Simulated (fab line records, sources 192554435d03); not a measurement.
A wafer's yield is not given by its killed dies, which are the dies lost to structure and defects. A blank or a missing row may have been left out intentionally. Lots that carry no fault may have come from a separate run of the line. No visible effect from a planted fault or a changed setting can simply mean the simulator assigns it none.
Which tool is to blame?	flow n5Finfet	Sampling: 24 lots, 72 wafers, 6 of 1938 route steps

== WHAT THE GAUGES SHOWED, per wafer ==
N5_BEOL_M9_INSPECT_58: inspects for defects (darkfield). Usual: rawDefectCount reads 71 (standard deviation 21).
lot	measured	on	rawDefectCount	flag
L076	day 10 00:56	defectInspect-02	139 86 80	
L074	day 10 03:55	defectInspect-02	68 42 60	
L077	day 10 15:05	defectInspect-02	54 65 54	
L075	day 10 15:38	defectInspect-01	103 77 55	
L078	day 10 21:23	defectInspect-01	89 91 84	
L079	day 11 06:20	defectInspect-02	82 93 77	
L082	day 11 18:55	defectInspect-01	82 83 57	
L081	day 11 20:29	defectInspect-01	93 104 67	
L083	day 11 23:39	defectInspect-02	116 101 71	
L080	day 12 02:49	defectInspect-01	85 90 74	
L084	day 12 08:22	defectInspect-01	47 41 55	
L085	day 12 19:09	defectInspect-01	81 48 36	
L086	day 13 11:03	defectInspect-01	90 93 122	
L087	day 13 14:41	defectInspect-01	86 93 68	
L088	day 13 18:31	defectInspect-01	119 84 72	
L090	day 13 21:17	defectInspect-01	59 105 57	
L091	day 14 04:23	defectInspect-01	60 80 42	
L089	day 14 08:03	defectInspect-01	74 89 90	
L092	day 14 12:49	defectInspect-02	69 51 55	
L094	day 14 16:37	defectInspect-02	91 64 46	
L093	day 14 19:20	defectInspect-01	32 48 74	
L095	day 15 06:12	defectInspect-01	75 58 73	
L096	day 15 21:07	defectInspect-02	59 50 109	
L097	day 16 02:07	defectInspect-02	42 53 42	

N5_BEOL_M10_OCD_MEAS_38. Usual: trenchDepthNm reads 148.1 nm (standard deviation 2).
lot	measured	on	trenchDepthNm (nm)	flag
L076	day 10 04:24	ocd-01	146.8 148.9 146.7	
L074	day 10 09:52	ocd-02	146.7 150.1 149.1	
L077	day 10 20:47	ocd-02	148.0 148.5 147.7	
L075	day 10 21:37	ocd-01	147.9 146.8 146.2	
L078	day 11 02:23	ocd-01	150.4 147.3 148.3	
L079	day 11 10:22	ocd-01	149.7 152.0 151.2	
L082	day 12 00:10	ocd-02	146.0 145.4 145.4	
L081	day 12 00:59	ocd-02	147.3 147.1 149.1	
L083	day 12 04:12	ocd-01	147.3 145.2 144.6	
L080	day 12 07:04	ocd-02	153.2 148.2 148.2	
L084	day 12 13:26	ocd-02	146.8 147.2 147.7	
L085	day 12 22:36	ocd-02	147.6 146.8 147.7	
L086	day 13 16:41	ocd-01	146.0 148.4 148.9	
L087	day 13 19:26	ocd-02	148.9 148.7 150.5	
L088	day 13 22:40	ocd-01	148.3 144.7 145.4	
L090	day 14 01:11	ocd-01	145.3 147.3 149.8	
L091	day 14 09:52	ocd-02	149.9 148.1 150.3	
L089	day 14 13:51	ocd-01	144.9 144.1 145.5	
L092	day 14 18:27	ocd-02	147.9 146.4 148.1	
L094	day 14 21:47	ocd-02	148.3 149.5 150.0	
L093	day 14 23:44	ocd-01	151.5 146.9 147.5	
L095	day 15 15:04	ocd-02	146.7 148.8 148.0	
L096	day 16 01:47	ocd-01	148.8 149.1 150.6	
L097	day 16 07:27	ocd-01	147.9 147.0 148.4	

N5_BEOL_M10_CD_MEAS_35: target cd 70 nm. Usual: cdNm reads 69.6 nm (standard deviation 0.67).
lot	measured	on	cdNm (nm)	flag
L076	day 10 04:33	cdSem-03	69.5 69.5 69.3	
L074	day 10 10:01	cdSem-02	68.4 68.9 68.6	
L077	day 10 20:56	cdSem-02	70.0 70.0 70.2	
L075	day 10 21:53	cdSem-03	68.9 70.1 69.3	
L078	day 11 02:32	cdSem-01	69.5 69.6 68.9	
L079	day 11 10:31	cdSem-02	69.7 69.4 70.0	
L082	day 12 00:19	cdSem-02	69.7 69.3 69.3	
L081	day 12 01:08	cdSem-03	69.7 69.7 69.5	
L083	day 12 04:22	cdSem-03	68.5 69.6 69.8	
L080	day 12 07:13	cdSem-03	69.9 69.2 69.4	
L084	day 12 13:35	cdSem-02	69.3 70.3 70.8	
L085	day 12 22:45	cdSem-01	69.9 70.6 70.8	
L086	day 13 16:50	cdSem-03	70.2 69.8 69.8	
L087	day 13 19:35	cdSem-03	69.9 69.5 69.0	
L088	day 13 22:50	cdSem-02	70.5 70.6 70.7	
L090	day 14 01:20	cdSem-03	70.8 69.4 70.1	
L091	day 14 10:01	cdSem-02	69.8 70.7 69.9	
L089	day 14 14:01	cdSem-01	69.4 69.7 69.4	
L092	day 14 18:37	cdSem-02	70.2 70.2 69.2	
L094	day 14 21:56	cdSem-03	69.5 69.8 68.5	
L093	day 14 23:53	cdSem-01	69.3 69.1 69.2	
L095	day 15 15:14	cdSem-03	68.8 68.4 69.3	
L096	day 16 01:56	cdSem-03	69.3 70.1 70.6	
L097	day 16 07:36	cdSem-01	68.6 69.0 68.4	

== WHAT TOOL EACH LOT RAN ON (gives the tool, then ch and the chambers of the sampled wafers, and finally the start) ==
lot	N5_BEOL_M9_CMP_52	N5_BEOL_M9_DEP_56	N5_BEOL_M10_ETCH_65
L076	cmp-01 ch 0,1,2, day 10 00:29	pecvd-02 ch 0,1, day 10 00:50	rieDiel-04 ch 0,1,3, day 10 03:56
L074	cmp-03 ch 0,2,3, day 10 03:28	pecvd-04 ch 0,2, day 10 03:49	rieDiel-04 ch 0,1,3, day 10 09:24
L077	cmp-04 ch 0,2,3, day 10 14:36	pecvd-03 ch 0,1, day 10 14:58	rieDiel-04 ch 2,3, day 10 20:20
L075	cmp-03 ch 2,3, day 10 15:08	pecvd-03 ch 0,1, day 10 15:32	rieDiel-05 ch 0,2,3, day 10 21:09
L078	cmp-04 ch 0,1,2, day 10 21:02	pecvd-04 ch 0,2, day 10 21:17	rieDiel-04 ch 1,2, day 11 01:55
L079	cmp-03 ch 0,2,3, day 11 05:55	pecvd-04 ch 0,1,2, day 11 06:14	rieDiel-04 ch 0,1,3, day 11 09:54
L082	cmp-03 ch 1,2,3, day 11 18:34	pecvd-02 ch 0,1,2, day 11 18:50	rieDiel-02 ch 2,3, day 11 23:42
L081	cmp-03 ch 0,1,2, day 11 20:01	pecvd-03 ch 1,2, day 11 20:23	rieDiel-02 ch 0,1,2, day 12 00:32
L083	cmp-04 ch 2,3, day 11 23:11	pecvd-04 ch 1,2, day 11 23:32	rieDiel-02 ch 0,2, day 12 03:45
L080	cmp-04 ch 0,1,3, day 12 02:22	pecvd-04 ch 1,2, day 12 02:43	rieDiel-05 ch 1,2,3, day 12 06:37
L084	cmp-04 ch 1,2, day 12 07:54	pecvd-03 ch 0,1, day 12 08:16	rieDiel-05 ch 2,3, day 12 12:58
L085	cmp-04 ch 0,1,3, day 12 18:41	pecvd-02 ch 0,1, day 12 19:03	rieDiel-02 ch 2,3, day 12 22:08
L086	cmp-03 ch 0,1,2, day 13 10:35	pecvd-03 ch 0,1,2, day 13 10:57	rieDiel-04 ch 0,2,3, day 13 16:13
L087	cmp-04 ch 1,2,3, day 13 14:14	pecvd-03 ch 0,1, day 13 14:35	rieDiel-04 ch 0,1,2, day 13 18:59
L088	cmp-03 ch 0,3, day 13 18:04	pecvd-03 ch 0,1, day 13 18:25	rieDiel-05 ch 0,2, day 13 22:13
L090	cmp-04 ch 0,2,3, day 13 20:50	pecvd-03 ch 0,1,2, day 13 21:11	rieDiel-02 ch 0,1,2, day 14 00:43
L091	cmp-01 ch 0,2, day 14 03:58	pecvd-03 ch 0,1,2, day 14 04:17	rieDiel-04 ch 1,2,3, day 14 09:25
L089	cmp-03 ch 0,1, day 14 07:35	pecvd-02 ch 0,2, day 14 07:57	rieDiel-02 ch 0,3, day 14 13:23
L092	cmp-04 ch 0,2,3, day 14 12:21	pecvd-03 ch 0,2, day 14 12:43	rieDiel-04 ch 1,2,3, day 14 17:59
L094	cmp-04 ch 0,2,3, day 14 16:10	pecvd-03 ch 0,1,2, day 14 16:31	rieDiel-04 ch 1,2,3, day 14 21:19
L093	cmp-04 ch 1,2,3, day 14 18:52	pecvd-02 ch 1,2, day 14 19:14	rieDiel-05 ch 0,1, day 14 23:17
L095	cmp-04 ch 0,2,3, day 15 05:44	pecvd-03 ch 0,1, day 15 06:06	rieDiel-04 ch 0,2,3, day 15 14:37
L096	cmp-04 ch 0,1,3, day 15 20:38	pecvd-04 ch 0,1, day 15 20:55	rieDiel-04 ch 1,2,3, day 16 01:19
L097	cmp-01 ch 1,3, day 16 01:42	pecvd-04 ch 0,1, day 16 02:01	rieDiel-04 ch 2,3, day 16 06:59
- N5_BEOL_M9_CMP_52: polishes, stops on SiCOH lowk, t overpolish 7 s, target thk 140 nm.
- N5_BEOL_M9_DEP_56: deposits SiCN from 3MS/NH3, target thk 15 nm, time 26.5 s.
- N5_BEOL_M10_ETCH_65: etches SiARC in CF4, target depth 39 nm, time 65 s.

== AS READ BY THE TOOLS THEMSELVES (means over the sampled wafers that have a number; for cases with no such wafer, the mark the record gives instead) ==
N5_BEOL_M9_CMP_52. Usual: barrierFieldEndpointS 28.7 s, standard deviation 0.68; edgeZonePressureFrac 1.000, standard deviation 0.0051; motorCurrentA 6.1 A, standard deviation 0.68; overpolishRunS 7.000 s, standard deviation 0.0094; timeToEndpointS 65 s, standard deviation 3.
lot	tool	barrierFieldEndpointS (s)	edgeZonePressureFrac	motorCurrentA (A)	overpolishRunS (s)	timeToEndpointS (s)	flag
L076	cmp-01	28.1	0.999	5.9	6.996	65	
L074	cmp-03	27.9	1.000	5.9	7.006	65	
L077	cmp-04	28.6	0.999	6.2	7.009	65	
L075	cmp-03	28.2	1.002	6.3	6.995	61	
L078	cmp-04	29.6	0.999	5.9	6.990	67	
L079	cmp-03	28.1	1.001	6.3	7.000	66	
L082	cmp-03	28.7	0.998	5.8	6.996	64	
L081	cmp-03	29.9	1.002	6.3	7.003	71	
L083	cmp-04	29.2	1.001	6.2	7.000	68	
L080	cmp-04	28.9	0.998	6.2	6.999	65	
L084	cmp-04	29.8	0.994	5.6	7.006	69	
L085	cmp-04	28.1	1.006	5.9	7.003	67	
L086	cmp-03	28.3	0.998	6.3	6.996	65	
L087	cmp-04	28.9	0.995	5.7	7.002	67	
L088	cmp-03	28.5	0.998	5.9	6.994	66	
L090	cmp-04	29.1	1.002	6.2	7.002	67	
L091	cmp-01	28.0	1.001	5.8	6.998	61	
L089	cmp-03	29.6	0.992	6.1	7.005	67	
L092	cmp-04	27.8	0.998	6.2	7.006	65	
L094	cmp-04	28.4	0.999	6.4	6.994	64	
L093	cmp-04	29.0	1.002	5.7	7.006	64	
L095	cmp-04	28.6	0.999	6.5	6.996	63	
L096	cmp-04	28.6	0.999	6.1	7.002	64	
L097	cmp-01	28.2	1.001	6.1	7.007	63	

N5_BEOL_M9_DEP_56. Usual: rfFwdPowerW 200.0 W, standard deviation 0.85; showerheadPlenumPTorr 3.670 Torr, standard deviation 0.016; throttleValvePct 9.1 %, standard deviation 0.3.
lot	tool	rfFwdPowerW (W)	showerheadPlenumPTorr (Torr)	throttleValvePct (%)	flag
L076	pecvd-02	199.3	3.662	8.9	
L074	pecvd-04	200.0	3.672	8.9	
L077	pecvd-03	200.2	3.680	9.0	
L075	pecvd-03	200.9	3.675	9.3	
L078	pecvd-04	200.4	3.669	9.1	
L079	pecvd-04	199.3	3.663	8.9	
L082	pecvd-02	199.3	3.668	9.2	
L081	pecvd-03	200.3	3.666	9.2	
L083	pecvd-04	200.2	3.661	9.3	
L080	pecvd-04	199.4	3.668	9.1	
L084	pecvd-03	200.0	3.682	9.4	
L085	pecvd-02	199.3	3.661	8.8	
L086	pecvd-03	200.8	3.665	9.1	
L087	pecvd-03	200.1	3.686	9.2	
L088	pecvd-03	200.2	3.678	9.2	
L090	pecvd-03	199.9	3.663	9.1	
L091	pecvd-03	200.2	3.666	9.1	
L089	pecvd-02	198.9	3.669	9.4	
L092	pecvd-03	200.6	3.657	9.0	
L094	pecvd-03	200.7	3.671	9.1	
L093	pecvd-02	199.0	3.668	8.8	
L095	pecvd-03	200.0	3.681	9.4	
L096	pecvd-04	200.0	3.669	9.0	
L097	pecvd-04	200.5	3.673	9.1	

N5_BEOL_M10_ETCH_65. Usual: drypumpMotorCurrentA 5.6 A, standard deviation 0.38; etchRfOnTimeS 64.9 s, standard deviation 1.2; mfcArSccm 100.0 sccm, standard deviation 0.31; oesProductAu 0.67 a.u., standard deviation 0.063; rfFwdPowerW 538.6 W, standard deviation 2.7; rfVppV 184.3 V, standard deviation 1.2; showerheadPlenumPTorr 2.15 Torr, standard deviation 0.066; throttleValvePct 15.51 %, standard deviation 0.24.
lot	tool	drypumpMotorCurrentA (A)	etchRfOnTimeS (s)	mfcArSccm (sccm)	oesProductAu (a.u.)	rfFwdPowerW (W)	rfVppV (V)	showerheadPlenumPTorr (Torr)	throttleValvePct (%)	flag
L076	rieDiel-04	5.4	64.4	100.0	0.72	540.0	184.3	2.16	15.28	
L074	rieDiel-04	5.4	65.6	99.6	0.71	539.2	184.3	2.16	15.29	
L077	rieDiel-04	5.5	63.8	100.3	0.67	538.6	185.3	2.23	15.65	
L075	rieDiel-05	5.7	65.4	100.0	0.63	539.2	185.4	2.19	15.50	
L078	rieDiel-04	5.6	64.4	100.1	0.67	537.3	184.3	2.17	15.57	
L079	rieDiel-04	5.4	65.3	100.3	0.70	540.3	184.4	2.15	15.31	
L082	rieDiel-02	6.2	65.7	100.0	0.66	536.6	183.1	2.07	15.59	
L081	rieDiel-02	5.8	64.8	100.0	0.67	538.5	184.2	2.13	15.54	
L083	rieDiel-02	5.8	65.7	100.2	0.64	536.4	183.8	2.11	15.50	
L080	rieDiel-05	5.6	64.6	100.0	0.65	540.5	184.2	2.14	15.51	
L084	rieDiel-05	5.7	65.9	100.1	0.58	541.5	184.0	2.15	15.56	
L085	rieDiel-02	5.9	65.8	100.0	0.68	537.9	182.8	2.08	15.66	
L086	rieDiel-04	5.5	63.7	100.2	0.65	538.5	184.5	2.19	15.61	
L087	rieDiel-04	5.7	64.7	100.0	0.65	535.9	184.4	2.14	15.52	
L088	rieDiel-05	5.6	65.0	99.9	0.65	537.4	186.2	2.22	15.51	
L090	rieDiel-02	5.8	64.9	99.8	0.66	536.8	182.8	2.12	15.58	
L091	rieDiel-04	5.4	64.5	100.0	0.68	539.7	185.1	2.17	15.46	
L089	rieDiel-02	5.5	66.8	100.0	0.67	539.9	183.0	2.11	15.66	
L092	rieDiel-04	5.4	64.9	100.2	0.67	540.4	184.8	2.17	15.45	
L094	rieDiel-04	5.3	64.9	100.2	0.67	538.6	184.9	2.17	15.46	
L093	rieDiel-05	5.5	63.7	100.1	0.70	538.4	184.9	2.19	15.59	
L095	rieDiel-04	5.5	64.6	100.2	0.63	539.3	184.7	2.19	15.64	
L096	rieDiel-04	5.3	64.3	100.0	0.67	538.7	185.3	2.17	15.47	
L097	rieDiel-04	5.2	63.9	100.3	0.67	539.4	185.5	2.23	15.57	

== THE ANSWER, worked out from the rows above alone ==
Rule: lot off if the mean of its wafers having a number is beyond 3 standard deviations from the usual mean. Also off: a lot with no number at a reading for which 4 or more lots have one. The other lots that the step has rows for count as sound. The gauges are gone through in route order, then the tools' own readings, and for those a lot's mean is taken as printed above. At the first step where some lot is off, the reading lying furthest off is the one used; lots without a number count as furthest.
Across all readings shown, no lot is off: no conclusion can be drawn from this.

== WHAT THE SIMULATOR HAD PUT IN ==
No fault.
